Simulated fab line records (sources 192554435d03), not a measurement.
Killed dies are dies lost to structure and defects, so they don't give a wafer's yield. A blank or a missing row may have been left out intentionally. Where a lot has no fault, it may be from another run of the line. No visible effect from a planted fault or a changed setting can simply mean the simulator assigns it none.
fab line records	flow n5_finfet
[record] lots = 24	wafers = 72	last_day = 17
route steps=1938 shown BEOL_M0_CUTY@710 BEOL_M0@718 BEOL_M1@751
lots that met no fault: from a run of the same line without faults
start_h: hours from the record's first day to the start of the lot's first wafer shown	wait_h: time in hours since the lot's previous step	" the same as in the row above	L1.1+2: one row covering several wafers at once	- value missing, or start not given	* or withheld: withheld	< > ~ a bound
route shown NAME@n: NAME is a module with steps in the file, n the number in the route of the first one	usual: mean and standard deviation over wafers with no fault	same: alike in all rows	chamber/n: place in a boat	sites: per-site readings	_std_site: standard deviation of those values	_edge_site: inner sites' mean taken away from outer sites' mean	radius_mm: how far each site lies from the wafer's centre	mask NAME#n: copy n	behind: tool/chamber where the wafer was last shaped	hold: what put the lot on hold/how long, in hours/how the hold closed	device: transistor that didn't switch, given as n, p or np	end of line: at the end of the route, the tests of the same wafers	where a step has no rows: the recipe by itself	killed: at the first sort, the dies lost to defects and structure; wafer yield is something else	map: a wafer's dies, x killed, . not, _ none there
set.NAME: the setting that was run; set.NAME@STEP: the one run at that earlier step	model.NAME: the simulator's own value behind a step, which no gauge read
route steps across a sampled set of lots; one table per step, one row per wafer
services: the hour from which a tool's chamber was out of use, counted from the record's first day as start_h (under 0 if before that day), plus the number of hours and why
[[steps]]
[step N5_BEOL_M0_CUTY_INSPECT_59]
[recipe] mode = adi	inspect_instrument = macro
[usual] raw_defect_count = 2.0/1.2
lot.wafer	tool	chamber	start_h	wait_h	raw_defect_count
L074.1	defect_inspect-02	-	113.63	0.0	1
L074.4	"	-	"	"	3
L074.6	"	-	"	"	1
L075.1	defect_inspect-01	-	117.98	0.0	0
L075.2	"	-	"	"	1
L075.4	"	-	"	"	4
L076.2	defect_inspect-02	-	125.43	0.0	1
L076.5	"	-	"	"	2
L076.6	"	-	"	"	2
L077.1	defect_inspect-02	-	133.50	0.0	1
L077.2	"	-	"	"	0
L077.4	"	-	"	"	0
L078.4	defect_inspect-02	-	134.39	0.0	0
L078.5	"	-	"	"	3
L078.6	"	-	"	"	3
L079.3	defect_inspect-02	-	144.52	0.0	1
L079.4	"	-	"	"	2
L079.6	"	-	"	"	1
L080.1	defect_inspect-01	-	150.88	0.0	1
L080.2	"	-	"	"	3
L080.6	"	-	"	"	4
L081.2	defect_inspect-01	-	159.71	0.0	0
L081.4	"	-	"	"	1
L081.5	"	-	"	"	1
L082.1	defect_inspect-01	-	163.93	0.0	2
L082.4	"	-	"	"	1
L082.6	"	-	"	"	1
L083.2	defect_inspect-01	-	168.70	0.0	2
L083.5	"	-	"	"	1
L083.6	"	-	"	"	1
L084.3	defect_inspect-02	-	173.64	0.0	2
L084.4	"	-	"	"	2
L084.5	"	-	"	"	2
L085.2	defect_inspect-02	-	179.37	0.0	4
L085.4	"	-	"	"	2
L085.6	"	-	"	"	1
L086.2	defect_inspect-01	-	187.58	0.0	3
L086.4	"	-	"	"	3
L086.6	"	-	"	"	5
L087.1	defect_inspect-01	-	189.42	0.0	1
L087.4	"	-	"	"	2
L087.6	"	-	"	"	2
L088.2	defect_inspect-02	-	198.86	0.0	2
L088.3	"	-	"	"	3
L088.4	"	-	"	"	3
L089.2	defect_inspect-02	-	200.37	0.0	5
L089.4	"	-	"	"	2
L089.6	"	-	"	"	1
L090.2	defect_inspect-02	-	214.38	0.0	2
L090.3	"	-	"	"	4
L090.4	"	-	"	"	3
L091.3	defect_inspect-02	-	218.42	0.0	3
L091.4	"	-	"	"	4
L091.5	"	-	"	"	4
L092.2	defect_inspect-02	-	223.00	0.0	0
L092.3	"	-	"	"	4
L092.4	"	-	"	"	2
L093.1	defect_inspect-01	-	232.29	0.0	4
L093.3	"	-	"	"	4
L093.4	"	-	"	"	1
L094.1	defect_inspect-02	-	233.91	0.0	1
L094.3	"	-	"	"	3
L094.5	"	-	"	"	1
L095.2	defect_inspect-02	-	238.58	0.0	3
L095.5	"	-	"	"	1
L095.6	"	-	"	"	5
L096.1	defect_inspect-02	-	250.64	0.0	4
L096.4	"	-	"	"	1
L096.6	"	-	"	"	1
L097.4	defect_inspect-02	-	253.02	0.0	0
L097.5	"	-	"	"	2
L097.6	"	-	"	"	2
[step N5_BEOL_M0_STRIP_104]
[recipe] chemistry = N2/H2	power_w = 450	temp_c = 40	pressure_mtorr = 20	rf_frequency_hz = 6e+07	overash_fraction = 0.3	bias_power_w = 7	h2_frac = 0.5	n2_flow_sccm = 200	h2_flow_sccm = 200
[usual] drypump_motor_current_A = 5.7/0.38	h2_flow_sccm = 200.0/0.57	oes_product_au = 0.79/0.085	rf_vpp_V = 59.1/1.6	showerhead_plenum_p_Torr = 2.54/0.095	throttle_valve_pct = 23.65/0.2
lot.wafer	tool	chamber	start_h	wait_h	drypump_motor_current_A	h2_flow_sccm	oes_product_au	rf_hours_counter_h	rf_vpp_V	showerhead_plenum_p_Torr	throttle_valve_pct
L074.1	rie_diel-01	3	117.59	0.0	5.4	200.3	0.87	56	59.9	2.57	23.58
L074.4	"	0	"	"	6.5	199.3	0.95	6	59.4	2.72	23.47
L074.6	"	1	"	"	5.4	199.5	0.75	-	59.4	2.53	23.91
L075.1	rie_diel-04	2	122.49	0.0	5.5	200.3	0.74	156	61.7	2.54	23.75
L075.2	"	0	"	"	5.9	200.2	0.77	120	59.7	2.45	23.42
L075.4	"	3	"	"	6.1	199.8	0.76	140	58.8	2.43	23.43
L076.2	rie_diel-06	1	126.12	0.0	5.7	200.6	0.70	227	57.7	2.40	23.97
L076.5	"	1	"	"	5.7	200.0	0.71	-	59.4	2.40	23.97
L076.6	"	2	"	"	5.3	199.5	0.95	-	62.0	2.59	23.38
L077.1	rie_diel-04	1	137.65	0.0	5.6	200.0	0.72	213	57.8	2.63	23.80
L077.2	"	3	"	"	6.1	200.4	0.75	146	59.9	2.42	23.47
L077.4	"	2	"	"	5.6	199.7	0.73	162	58.7	2.53	23.75
L078.4	rie_diel-04	2	140.59	0.0	5.5	199.5	0.73	162	60.3	2.53	23.78
L078.5	"	1	"	"	5.5	199.0	0.72	-	58.7	2.63	23.80
L078.6	"	2	"	"	5.5	199.4	0.74	-	58.3	2.53	23.77
L079.3	rie_diel-01	3	146.17	0.0	5.4	200.4	0.86	68	59.5	2.56	23.61
L079.4	"	3	"	"	5.4	200.6	0.85	-	56.6	2.56	23.58
L079.6	"	1	"	"	5.4	199.9	0.74	-	58.6	2.53	23.90
L080.1	rie_diel-04	2	153.93	0.0	5.5	200.3	0.73	167	62.4	2.53	23.81
L080.2	"	3	"	"	6.1	201.2	0.74	151	57.0	2.42	23.47
L080.6	"	2	"	"	5.5	200.4	0.72	-	58.9	2.53	23.80
L081.2	rie_diel-06	1	160.41	0.0	5.7	199.8	0.70	240	59.7	2.39	23.97
L081.4	"	0	"	"	6.0	200.2	0.75	178	57.6	2.41	23.76
L081.5	"	1	"	"	5.7	199.3	0.70	-	58.1	2.39	24.00
L082.1	rie_diel-01	3	167.23	0.0	5.4	199.0	0.83	76	56.0	2.56	23.59
L082.4	"	2	"	"	5.3	200.1	0.95	6	58.1	2.60	23.73
L082.6	"	1	"	"	5.4	200.3	0.72	-	58.7	2.52	23.90
L083.2	rie_diel-06	0	169.88	0.0	6.0	199.5	0.73	182	61.0	2.41	23.78
L083.5	"	2	"	"	5.3	201.0	0.91	-	61.4	2.58	23.37
L083.6	"	1	"	"	5.7	200.4	0.70	-	59.7	2.39	23.98
L084.3	rie_diel-06	3	177.45	0.0	6.0	200.3	0.76	112	57.0	2.54	23.40
L084.4	"	2	"	"	5.3	200.4	0.90	44	61.6	2.58	23.38
L084.5	"	2	"	"	5.3	201.2	0.90	-	60.8	2.58	23.38
L085.2	rie_diel-01	2	180.91	0.0	5.3	199.8	0.91	11	59.0	2.60	23.73
L085.4	"	3	"	"	5.4	199.8	0.84	81	58.8	2.56	23.60
L085.6	"	0	"	"	6.5	200.3	0.90	-	60.9	2.71	23.49
L086.2	rie_diel-01	3	189.04	0.0	5.4	200.4	0.82	83	58.7	2.56	23.61
L086.4	"	2	"	"	5.3	200.0	0.93	14	56.7	2.60	23.70
L086.6	"	3	"	"	5.4	199.3	0.83	-	59.6	2.56	23.65
L087.1	rie_diel-04	0	191.81	0.0	5.9	200.0	0.74	144	56.1	2.44	23.45
L087.4	"	1	"	"	5.6	199.8	0.70	232	60.8	2.62	23.81
L087.6	"	0	"	"	5.8	200.1	0.74	-	57.1	2.44	23.43
L088.2	rie_diel-01	3	202.03	0.0	5.4	200.9	0.82	89	55.1	2.56	23.61
L088.3	"	2	"	"	5.3	199.6	0.92	20	57.9	2.59	23.70
L088.4	"	1	"	"	5.3	200.7	0.73	204	57.3	2.52	23.92
L089.2	rie_diel-04	1	202.30	0.0	5.5	200.5	0.69	235	60.6	2.62	23.82
L089.4	"	0	"	"	5.9	200.6	0.73	148	59.0	2.44	23.44
L089.6	"	1	"	"	5.6	201.3	0.71	-	57.3	2.62	23.82
L090.2	rie_diel-01	0	215.10	0.0	6.5	200.5	0.88	45	58.7	2.71	23.47
L090.3	"	2	"	"	5.3	200.3	0.88	24	57.2	2.59	23.72
L090.4	"	3	"	"	5.4	200.5	0.81	94	58.1	2.55	23.64
L091.3	rie_diel-04	0	220.51	0.0	5.9	200.8	0.73	156	58.0	2.44	23.46
L091.4	"	2	"	"	5.6	198.6	0.71	190	59.7	2.52	23.81
L091.5	"	2	"	"	5.6	200.2	0.71	-	61.8	2.52	23.84
L092.2	rie_diel-06	3	225.07	0.0	6.0	200.4	0.75	129	58.9	2.54	23.41
L092.3	"	2	"	"	5.3	200.1	0.86	64	57.1	2.57	23.41
L092.4	"	1	"	"	5.7	200.3	0.96	11	59.9	2.71	23.61
L093.1	rie_diel-01	1	237.09	0.0	5.4	200.4	0.71	216	61.2	2.51	23.91
L093.3	"	2	"	"	5.3	200.5	0.88	31	58.3	2.59	23.73
L093.4	"	3	"	"	5.4	199.9	0.80	101	58.9	2.55	23.65
L094.1	rie_diel-04	2	237.11	0.0	5.5	199.7	0.70	195	60.2	2.52	23.82
L094.3	"	0	"	"	5.9	199.9	0.72	162	57.6	2.44	23.44
L094.5	"	1	"	"	5.5	198.8	0.70	-	57.5	2.61	23.84
L095.2	rie_diel-01	1	239.77	0.0	5.4	200.6	0.70	217	60.6	2.51	23.90
L095.5	"	2	"	"	5.3	198.4	0.89	-	57.0	2.59	23.76
L095.6	"	3	"	"	5.4	200.0	0.80	-	61.0	2.55	23.66
L096.1	rie_diel-06	3	251.69	0.0	6.0	199.7	0.74	136	58.8	2.53	23.41
L096.4	"	1	"	"	5.7	199.5	0.92	18	60.0	2.70	23.59
L096.6	"	3	"	"	6.0	200.0	0.74	-	57.3	2.53	23.42
L097.4	rie_diel-06	1	257.45	0.0	5.7	199.6	0.92	21	58.6	2.70	23.65
L097.5	"	3	"	"	6.0	199.8	0.73	-	57.5	2.53	23.45
L097.6	"	0	"	"	6.0	199.3	0.70	-	57.9	2.40	23.83
[step N5_BEOL_M0_SPUTTER_141]
[recipe] material = Cu	target_thk_a = 40	temp_c = -20	chamber_pressure_pa = 0.07	power_w = withheld	time_s = 7.37
[usual] susceptor_temp_C = -20.00/0.11	throttle_valve_pct = 29.7/0.95
[same] time_s = 7.37
lot.wafer	tool	chamber	start_h	wait_h	susceptor_temp_C	throttle_valve_pct
L074.1	pvd_sputter-02	-	121.77	0.0	-19.92	30.1
L074.4	"	-	"	"	-20.16	30.4
L074.6	"	-	"	"	-19.93	28.1
L075.1	pvd_sputter-01	-	124.89	0.0	-20.07	29.9
L075.2	"	-	"	"	-19.90	31.5
L075.4	"	-	"	"	-19.92	29.2
L076.2	pvd_sputter-03	-	128.26	0.0	-20.06	30.3
L076.5	"	-	"	"	-19.90	30.3
L076.6	"	-	"	"	-20.03	30.3
L077.1	pvd_sputter-03	-	140.29	0.0	-20.03	28.3
L077.2	"	-	"	"	-19.88	30.2
L077.4	"	-	"	"	-20.19	30.3
L078.4	pvd_sputter-01	-	144.10	0.0	-20.12	31.3
L078.5	"	-	"	"	-19.84	30.0
L078.6	"	-	"	"	-19.91	29.6
L079.3	pvd_sputter-02	-	150.84	0.0	-19.90	30.3
L079.4	"	-	"	"	-20.27	28.8
L079.6	"	-	"	"	-20.17	28.5
L080.1	pvd_sputter-02	-	158.35	0.0	-19.97	30.6
L080.2	"	-	"	"	-19.80	28.2
L080.6	"	-	"	"	-19.90	28.2
L081.2	pvd_sputter-02	-	163.23	0.0	-20.06	28.7
L081.4	"	-	"	"	-20.04	28.3
L081.5	"	-	"	"	-20.01	28.5
L082.1	pvd_sputter-01	-	170.12	0.0	-20.17	29.9
L082.4	"	-	"	"	-20.00	30.1
L082.6	"	-	"	"	-20.05	30.3
L083.2	pvd_sputter-01	-	173.34	0.0	-20.05	30.4
L083.5	"	-	"	"	-20.10	29.9
L083.6	"	-	"	"	-19.81	31.4
L084.3	pvd_sputter-02	-	181.07	0.0	-20.02	30.3
L084.4	"	-	"	"	-20.15	28.6
L084.5	"	-	"	"	-19.98	30.0
L085.2	pvd_sputter-02	-	183.05	0.0	-19.92	28.4
L085.4	"	-	"	"	-20.19	30.8
L085.6	"	-	"	"	-20.14	30.3
L086.2	pvd_sputter-03	-	193.14	0.0	-19.84	30.2
L086.4	"	-	"	"	-20.02	30.5
L086.6	"	-	"	"	-20.05	30.4
L087.1	pvd_sputter-01	-	196.36	0.0	-20.09	30.2
L087.4	"	-	"	"	-19.98	31.3
L087.6	"	-	"	"	-20.12	30.2
L088.2	pvd_sputter-03	-	204.81	0.0	-20.11	29.4
L088.3	"	-	"	"	-19.83	28.3
L088.4	"	-	"	"	-19.99	30.1
L089.2	pvd_sputter-01	-	204.93	0.0	-19.91	30.1
L089.4	"	-	"	"	-19.99	29.3
L089.6	"	-	"	"	-20.03	29.5
L090.2	pvd_sputter-01	-	217.23	0.0	-19.99	29.9
L090.3	"	-	"	"	-19.84	30.2
L090.4	"	-	"	"	-20.26	29.5
L091.3	pvd_sputter-01	-	222.16	0.0	-19.95	30.0
L091.4	"	-	"	"	-19.94	31.2
L091.5	"	-	"	"	-19.85	30.1
L092.2	pvd_sputter-01	-	227.59	0.0	-20.02	31.6
L092.3	"	-	"	"	-19.98	30.4
L092.4	"	-	"	"	-20.08	29.2
L093.1	pvd_sputter-03	-	239.94	0.0	-19.94	29.6
L093.3	"	-	"	"	-20.13	30.4
L093.4	"	-	"	"	-20.02	28.3
L094.1	pvd_sputter-02	-	240.13	0.0	-20.18	28.2
L094.3	"	-	"	"	-20.00	30.2
L094.5	"	-	"	"	-20.21	28.0
L095.2	pvd_sputter-02	-	243.39	0.0	-20.08	30.0
L095.5	"	-	"	"	-19.93	30.6
L095.6	"	-	"	"	-20.03	28.6
L096.1	pvd_sputter-01	-	254.35	0.0	-20.04	30.1
L096.4	"	-	"	"	-19.91	30.1
L096.6	"	-	"	"	-19.93	30.3
L097.4	pvd_sputter-03	-	259.75	0.0	-20.16	30.3
L097.5	"	-	"	"	-19.97	30.5
L097.6	"	-	"	"	-20.03	28.1
[step N5_BEOL_M1_ILD_DEP_00]
[recipe] material = SiOC	target_thk_a = 790	temp_c = 350	precursor = DEMS/O2	pressure_torr = 5	rf_w = 500	time_s = 15.3
[usual] heater_power_w = 490/58	showerhead_plenum_p_Torr = 5.688/0.019	susceptor_temp_C = 349.99/0.19	throttle_valve_pct = 11.7/0.34
[same] time_s = 15.3
lot.wafer	tool	chamber	start_h	wait_h	heater_power_w	showerhead_plenum_p_Torr	susceptor_temp_C	throttle_valve_pct
L074.1	pecvd-03	2	122.93	0.0	425	5.699	350.27	11.1
L074.4	"	1	"	"	452	5.697	349.90	11.8
L074.6	"	2	"	"	420	5.685	350.34	11.0
L075.1	pecvd-01	0	126.00	0.0	375	5.678	349.84	12.1
L075.2	"	2	"	"	522	5.677	349.98	12.9
L075.4	"	1	"	"	538	5.683	349.94	11.8
L076.2	pecvd-02	1	129.62	0.0	519	5.648	349.86	11.5
L076.5	"	1	"	"	531	5.668	349.83	11.6
L076.6	"	0	"	"	456	5.727	350.02	11.6
L077.1	pecvd-02	0	142.16	0.0	424	5.722	349.97	11.9
L077.2	"	1	"	"	498	5.671	349.78	11.5
L077.4	"	0	"	"	429	5.709	350.18	11.8
L078.4	pecvd-03	1	145.23	0.1	409	5.702	349.76	11.5
L078.5	"	2	"	"	414	5.702	350.04	11.1
L078.6	"	0	"	"	515	5.728	349.95	12.0
L079.3	pecvd-03	1	152.13	0.0	400	5.685	350.08	11.7
L079.4	"	2	"	"	500	5.684	350.11	11.3
L079.6	"	0	"	"	511	5.695	349.78	11.8
L080.1	pecvd-01	2	159.62	0.0	514	5.683	350.05	12.2
L080.2	"	1	"	"	557	5.678	350.18	11.7
L080.6	"	2	"	"	519	5.688	350.10	12.3
L081.2	pecvd-03	0	164.38	0.0	572	5.691	350.23	11.8
L081.4	"	1	"	"	451	5.703	350.01	11.8
L081.5	"	0	"	"	590	5.694	350.12	12.0
L082.1	pecvd-03	0	171.23	0.0	537	5.710	349.77	11.8
L082.4	"	2	"	"	433	5.701	350.15	11.3
L082.6	"	0	"	"	545	5.701	349.62	11.9
L083.2	pecvd-01	2	174.63	0.0	502	5.680	349.82	12.4
L083.5	"	1	"	"	535	5.689	350.06	11.8
L083.6	"	0	"	"	379	5.698	350.15	12.0
L084.3	pecvd-03	1	182.18	0.0	393	5.705	349.97	11.7
L084.4	"	0	"	"	580	5.700	349.81	11.6
L084.5	"	1	"	"	407	5.699	350.20	11.9
L085.2	pecvd-03	2	184.21	0.0	502	5.695	350.16	11.2
L085.4	"	2	"	"	498	5.689	349.79	11.2
L085.6	"	0	"	"	623	5.700	349.94	11.6
L086.2	pecvd-03	0	194.97	0.0	579	5.698	349.88	11.8
L086.4	"	1	"	"	418	5.686	350.04	11.7
L086.6	"	2	"	"	494	5.701	350.25	11.3
L087.1	pecvd-01	1	198.26	0.0	563	5.681	350.14	11.8
L087.4	"	2	"	"	560	5.693	349.81	12.7
L087.6	"	2	"	"	532	5.686	350.11	12.5
L088.2	pecvd-02	2	206.16	0.0	492	5.658	350.08	12.1
L088.3	"	0	"	"	487	5.722	349.96	11.6
L088.4	"	1	"	"	557	5.651	350.25	11.6
L089.2	pecvd-02	0	206.33	0.0	497	5.726	349.55	11.7
L089.4	"	2	"	"	491	5.653	350.05	12.3
L089.6	"	0	"	"	488	5.713	349.71	11.6
L090.2	pecvd-02	2	218.64	0.0	521	5.672	350.08	12.0
L090.3	"	1	"	"	549	5.658	350.15	11.8
L090.4	"	2	"	"	524	5.657	349.73	11.9
L091.3	pecvd-02	0	223.42	0.0	503	5.689	349.91	11.6
L091.4	"	1	"	"	465	5.664	350.15	11.9
L091.5	"	0	"	"	481	5.712	349.96	11.8
L092.2	pecvd-02	0	228.81	0.0	414	5.722	349.67	11.9
L092.3	"	2	"	"	479	5.676	350.24	12.2
L092.4	"	2	"	"	484	5.665	350.20	11.9
L093.1	pecvd-03	2	241.69	0.0	473	5.691	350.05	11.4
L093.3	"	1	"	"	467	5.686	349.97	11.9
L093.4	"	1	"	"	472	5.687	350.06	12.0
L094.1	pecvd-03	1	241.88	0.1	452	5.687	350.00	11.8
L094.3	"	0	"	"	537	5.702	349.89	11.5
L094.5	"	0	"	"	533	5.691	350.10	11.9
L095.2	pecvd-03	1	244.66	0.0	475	5.701	349.78	11.6
L095.5	"	0	"	"	632	5.690	350.02	11.6
L095.6	"	2	"	"	419	5.698	350.01	11.1
L096.1	pecvd-03	2	255.48	0.0	486	5.692	349.75	11.1
L096.4	"	1	"	"	455	5.702	350.45	11.6
L096.6	"	2	"	"	483	5.687	349.88	11.4
L097.4	pecvd-02	2	260.88	0.1	503	5.665	349.84	12.2
L097.5	"	0	"	"	458	5.704	350.36	11.8
L097.6	"	1	"	"	474	5.653	349.99	11.8
[step N5_BEOL_M1_HM_DEP_02]
[recipe] material = TiN	target_thk_a = 200	temp_c = 25	chamber_pressure_pa = 0.49996
[usual] susceptor_temp_C = 24.99/0.11	throttle_valve_pct = 29.8/0.96
lot.wafer	tool	chamber	start_h	wait_h	susceptor_temp_C	throttle_valve_pct
L074.1	pvd_sputter-03	-	123.64	0.6	25.20	30.3
L074.4	"	-	"	"	24.95	30.2
L074.6	"	-	"	"	25.01	30.3
L075.1	pvd_sputter-01	-	126.95	0.8	24.91	30.2
L075.2	"	-	"	"	24.94	30.3
L075.4	"	-	"	"	25.12	31.3
L076.2	pvd_sputter-02	-	130.21	0.5	25.01	30.0
L076.5	"	-	"	"	24.89	28.5
L076.6	"	-	"	"	25.22	30.2
L077.1	pvd_sputter-02	-	144.58	2.3	25.03	30.7
L077.2	"	-	"	"	25.01	28.3
L077.4	"	-	"	"	25.06	30.2
L078.4	pvd_sputter-01	-	146.12	0.8	24.87	30.2
L078.5	"	-	"	"	25.08	30.0
L078.6	"	-	"	"	24.93	31.5
L079.3	pvd_sputter-01	-	154.21	1.9	25.04	30.1
L079.4	"	-	"	"	24.79	31.3
L079.6	"	-	"	"	25.01	29.9
L080.1	pvd_sputter-01	-	160.30	0.6	24.99	31.3
L080.2	"	-	"	"	24.80	29.3
L080.6	"	-	"	"	25.05	31.5
L081.2	pvd_sputter-01	-	166.78	2.3	24.98	31.5
L081.4	"	-	"	"	25.13	30.1
L081.5	"	-	"	"	25.09	30.2
L082.1	pvd_sputter-01	-	172.52	1.2	24.97	29.5
L082.4	"	-	"	"	24.91	30.2
L082.6	"	-	"	"	25.24	29.4
L083.2	pvd_sputter-03	-	176.13	1.4	25.12	30.1
L083.5	"	-	"	"	24.81	30.2
L083.6	"	-	"	"	25.22	30.3
L084.3	pvd_sputter-03	-	183.30	1.0	25.24	28.1
L084.4	"	-	"	"	24.95	29.2
L084.5	"	-	"	"	25.05	28.4
L085.2	pvd_sputter-01	-	184.49	0.2	25.03	30.0
L085.4	"	-	"	"	25.00	29.6
L085.6	"	-	"	"	24.96	30.3
L086.2	pvd_sputter-01	-	196.84	1.7	25.07	30.0
L086.4	"	-	"	"	24.93	31.1
L086.6	"	-	"	"	24.88	30.0
L087.1	pvd_sputter-03	-	198.95	0.5	24.85	30.6
L087.4	"	-	"	"	24.91	28.4
L087.6	"	-	"	"	24.82	30.3
L088.2	pvd_sputter-03	-	207.39	1.1	25.05	30.3
L088.3	"	-	"	"	24.89	30.3
L088.4	"	-	"	"	24.95	29.5
L089.2	pvd_sputter-03	-	207.49	1.0	24.94	30.3
L089.4	"	-	"	"	25.22	28.4
L089.6	"	-	"	"	24.79	30.2
L090.2	pvd_sputter-02	-	219.67	0.9	25.24	30.1
L090.3	"	-	"	"	25.05	28.3
L090.4	"	-	"	"	25.05	28.0
L091.3	pvd_sputter-03	-	225.76	2.2	25.10	30.5
L091.4	"	-	"	"	25.06	29.3
L091.5	"	-	"	"	24.90	28.1
L092.2	pvd_sputter-02	-	231.88	3.0	25.14	28.2
L092.3	"	-	"	"	24.94	28.5
L092.4	"	-	"	"	24.93	30.8
L093.1	pvd_sputter-02	-	243.47	1.6	24.96	30.3
L093.3	"	-	"	"	24.91	28.7
L093.4	"	-	"	"	24.97	28.2
L094.1	pvd_sputter-02	-	243.57	1.5	25.08	30.7
L094.3	"	-	"	"	24.91	28.3
L094.5	"	-	"	"	25.03	30.5
L095.2	pvd_sputter-03	-	246.62	1.8	25.15	30.2
L095.5	"	-	"	"	25.07	28.3
L095.6	"	-	"	"	24.98	29.3
L096.1	pvd_sputter-01	-	257.45	1.9	24.98	30.1
L096.4	"	-	"	"	24.97	31.4
L096.6	"	-	"	"	25.00	29.5
L097.4	pvd_sputter-02	-	261.51	0.5	25.10	28.1
L097.5	"	-	"	"	24.90	30.2
L097.6	"	-	"	"	25.04	28.8
[step N5_BEOL_M1_CD_MEAS_11]
[recipe] target_cd_nm = 17.05	landing_energy_ev = 500	detector = se_inlens	polarity = opening
[usual] cd_nm = 17.10/0.26
lot.wafer	tool	chamber	start_h	wait_h	cd_nm
L074.1	cd_sem-03	0	124.03	-	16.42
L074.4	"	0	"	"	16.74
L074.6	"	0	"	"	17.27
L075.1	cd_sem-03	0	127.33	-	17.27
L075.2	"	0	"	"	17.23
L075.4	"	0	"	"	16.56
L076.2	cd_sem-03	0	130.60	-	17.01
L076.5	"	0	"	"	17.08
L076.6	"	0	"	"	16.81
L077.1	cd_sem-01	0	145.10	-	17.03
L077.2	"	0	"	"	16.86
L077.4	"	0	"	"	16.84
L078.4	cd_sem-02	0	146.55	-	17.32
L078.5	"	0	"	"	16.95
L078.6	"	0	"	"	17.06
L079.3	cd_sem-01	0	154.73	-	17.12
L079.4	"	0	"	"	16.86
L079.6	"	0	"	"	17.49
L080.1	cd_sem-01	0	160.82	-	17.06
L080.2	"	0	"	"	17.53
L080.6	"	0	"	"	17.16
L081.2	cd_sem-02	0	167.30	-	17.08
L081.4	"	0	"	"	17.22
L081.5	"	0	"	"	17.03
L082.1	cd_sem-01	0	172.91	-	16.62
L082.4	"	0	"	"	16.72
L082.6	"	0	"	"	17.27
L083.2	cd_sem-02	0	176.65	-	17.41
L083.5	"	0	"	"	16.91
L083.6	"	0	"	"	17.02
L084.3	cd_sem-03	0	183.73	-	16.88
L084.4	"	0	"	"	17.42
L084.5	"	0	"	"	17.17
L085.2	cd_sem-03	0	184.88	-	16.82
L085.4	"	0	"	"	16.91
L085.6	"	0	"	"	17.03
L086.2	cd_sem-01	0	197.23	-	17.06
L086.4	"	0	"	"	17.23
L086.6	"	0	"	"	17.36
L087.1	cd_sem-03	0	199.34	-	17.19
L087.4	"	0	"	"	16.78
L087.6	"	0	"	"	17.24
L088.2	cd_sem-03	0	207.92	-	16.79
L088.3	"	0	"	"	17.38
L088.4	"	0	"	"	17.17
L089.2	cd_sem-01	0	208.08	-	16.77
L089.4	"	0	"	"	16.58
L089.6	"	0	"	"	16.85
L090.2	cd_sem-02	0	220.19	-	17.51
L090.3	"	0	"	"	17.22
L090.4	"	0	"	"	17.23
L091.3	cd_sem-01	0	226.15	-	17.24
L091.4	"	0	"	"	16.86
L091.5	"	0	"	"	16.89
L092.2	cd_sem-02	0	232.41	-	17.09
L092.3	"	0	"	"	17.54
L092.4	"	0	"	"	16.93
L093.1	cd_sem-01	0	243.85	-	17.09
L093.3	"	0	"	"	17.07
L093.4	"	0	"	"	16.71
L094.1	cd_sem-02	0	244.08	-	16.90
L094.3	"	0	"	"	17.13
L094.5	"	0	"	"	17.32
L095.2	cd_sem-01	0	247.14	-	17.02
L095.5	"	0	"	"	17.63
L095.6	"	0	"	"	17.53
L096.1	cd_sem-01	0	257.84	-	17.30
L096.4	"	0	"	"	17.06
L096.6	"	0	"	"	17.21
L097.4	cd_sem-02	0	262.03	-	17.17
L097.5	"	0	"	"	17.32
L097.6	"	0	"	"	16.79
[[services]]
tool	chamber	start_h	hours	kind
pvd_sputter-02	-	107.50	6.2	repair
pvd_sputter-03	-	113.78	3.1	repair
rie_diel-01	2	127.75	5.9	repair
rie_diel-06	3	132.13	5.1	repair
pecvd-02	-	144.81	4.3	pm
pecvd-02	-	151.90	3.1	repair
pecvd-02	1	155.82	4.2	repair
pecvd-02	2	159.37	19.2	repair
pecvd-01	0	166.16	5.5	scheduled_down
pecvd-01	0	185.12	16.5	scheduled_down
rie_diel-06	1	185.36	-	clean
rie_diel-06	1	185.36	-	consumable_replace:focus_ring
rie_diel-06	1	185.36	-	consumable_replace:showerhead
rie_diel-06	1	185.36	11.7	scheduled_down
rie_diel-06	1	185.36	11.7	vent_cycle
rie_diel-06	3	201.78	4.3	repair
pecvd-03	1	222.66	16.7	repair
rie_diel-04	3	231.06	9.3	repair
pvd_sputter-03	-	233.49	3.4	repair
rie_diel-04	2	245.90	6.5	repair
rie_diel-04	1	252.68	-	clean
rie_diel-04	1	252.68	-	consumable_replace:focus_ring
rie_diel-04	1	252.68	16.5	scheduled_down
rie_diel-04	1	252.68	16.5	vent_cycle
[[key]]
fault none
